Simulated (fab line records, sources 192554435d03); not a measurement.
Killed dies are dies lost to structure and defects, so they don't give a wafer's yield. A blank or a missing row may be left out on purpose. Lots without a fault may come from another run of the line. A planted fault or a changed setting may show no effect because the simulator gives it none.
Tool commonality check | flow n5_finfet | 12 lots, 32 wafers sampled

WHY IT WAS OPENED
At N5_PMOS_HMC_CHANNEL_EPI_CD_MEAS_09 the reading cd_nm is flagged on 3 of 12 lots. Wafers without a fault read 238.3 nm, standard deviation 1.
Rule: a lot is flagged when every wafer of it that has a number lies more than 4 standard deviations from that mean, or none has a number. The other lots count as sound.

lot  | measured    | on        | cd_nm (nm), wafer by wafer | flag
L679 | day 1 16:53 | cd_sem-03 | 240.4 238.2 238.7          |
L682 | day 2 11:45 | cd_sem-03 | 238.6 239.4 239.6          |
L683 | day 2 17:16 | cd_sem-01 | 237.9 238.5                |
L684 | day 2 23:26 | cd_sem-01 | 238.5 238.8                |
L685 | day 3 04:59 | cd_sem-01 | 235.7 236.5                |
L687 | day 3 17:55 | cd_sem-02 | 237.3 237.8 236.3          |
L690 | day 4 11:26 | cd_sem-01 | 237.9 237.2 239.3          |
L691 | day 4 17:02 | cd_sem-03 | 239.3 238.6                |
L692 | day 4 23:13 | cd_sem-03 | 237.1 237.8 237.9          |
L693 | day 5 05:52 | cd_sem-03 | 245.0 242.5 243.2          | FLAGGED
L695 | day 5 17:13 | cd_sem-02 | 244.6 244.9 244.2          | FLAGGED
L698 | day 6 11:22 | cd_sem-02 | 242.8 243.6 243.2          | FLAGGED
The numbers of the flagged lots are 243.8 nm on average: +5.5 nm against the usual, or +5 standard deviations.

WHICH TOOL RAN EACH LOT
The record holds 2 process steps before the reading, out of a route of 1938 steps. In each cell: the tool, then ch and the chambers that the sampled wafers went through, then the start.
lot  | flag    | N5_WELL_APT_DESCUM_30             | N5_PMOS_HMC_CHANNEL_EPI_PEB_07
L679 |         | rie_diel-04 ch 1,2, day 1 14:53   | litho_track-03 ch 0, day 1 16:49
L682 |         | rie_diel-01 ch 0,2,3, day 2 09:33 | litho_track-03 ch 0, day 2 11:41
L683 |         | rie_diel-02 ch 1,2, day 2 15:09   | litho_track-05 ch 0, day 2 17:11
L684 |         | rie_diel-01 ch 1,3, day 2 21:29   | litho_track-03 ch 0, day 2 23:22
L685 |         | rie_diel-01 ch 0,2, day 3 02:53   | litho_track-05 ch 0, day 3 04:55
L687 |         | rie_diel-04 ch 1,2,3, day 3 15:53 | litho_track-05 ch 0, day 3 17:50
L690 |         | rie_diel-02 ch 2,3, day 4 09:08   | litho_track-05 ch 0, day 4 11:22
L691 |         | rie_diel-04 ch 0,1, day 4 15:04   | litho_track-05 ch 0, day 4 16:58
L692 |         | rie_diel-04 ch 0,2, day 4 21:07   | litho_track-05 ch 0, day 4 23:10
L693 | FLAGGED | rie_diel-04 ch 0,1,2, day 5 03:19 | litho_track-05 ch 0, day 5 05:47
L695 | FLAGGED | rie_diel-04 ch 0,1,3, day 5 15:04 | litho_track-05 ch 0, day 5 17:09
L698 | FLAGGED | rie_diel-01 ch 0,2, day 6 09:20   | litho_track-05 ch 0, day 6 11:17
What these steps do:
- N5_WELL_APT_DESCUM_30: chemistry O2, time 7.9 s.
- N5_PMOS_HMC_CHANNEL_EPI_PEB_07: peb time 60 s.
- N5_PMOS_HMC_CHANNEL_EPI_CD_MEAS_09: target cd 237.4 nm.

FLAGGED OVER TOTAL, TOOL BY TOOL (the gauges that took the reading come last)
step                               | tool           | lots run | flagged | share of the flagged lots | sound lots run after its first flagged lot
N5_WELL_APT_DESCUM_30              | rie_diel-01    | 4        | 1       | some                      | 0
N5_WELL_APT_DESCUM_30              | rie_diel-02    | 2        | 0       | none                      | -
N5_WELL_APT_DESCUM_30              | rie_diel-04    | 6        | 2       | some                      | 0
N5_PMOS_HMC_CHANNEL_EPI_PEB_07     | litho_track-03 | 3        | 0       | none                      | -
N5_PMOS_HMC_CHANNEL_EPI_PEB_07     | litho_track-05 | 9        | 3       | all                       | 0
N5_PMOS_HMC_CHANNEL_EPI_CD_MEAS_09 | cd_sem-01      | 4        | 0       | none                      | -
N5_PMOS_HMC_CHANNEL_EPI_CD_MEAS_09 | cd_sem-02      | 3        | 2       | some                      | 0
N5_PMOS_HMC_CHANNEL_EPI_CD_MEAS_09 | cd_sem-03      | 5        | 1       | some                      | 0

WHAT THE TABLE ALLOWS
1 row of the table ran every flagged lot: litho_track-05 at N5_PMOS_HMC_CHANNEL_EPI_PEB_07.
- litho_track-05 at N5_PMOS_HMC_CHANNEL_EPI_PEB_07: 3 of its 9 lots flagged. Its last sound lot is L692 (day 4 23:10), its first flagged lot L693 (day 5 05:47): a fault that began between those two fits.
One tool is left: litho_track-05 at N5_PMOS_HMC_CHANNEL_EPI_PEB_07.

WHAT THE SIMULATOR HAD PUT IN
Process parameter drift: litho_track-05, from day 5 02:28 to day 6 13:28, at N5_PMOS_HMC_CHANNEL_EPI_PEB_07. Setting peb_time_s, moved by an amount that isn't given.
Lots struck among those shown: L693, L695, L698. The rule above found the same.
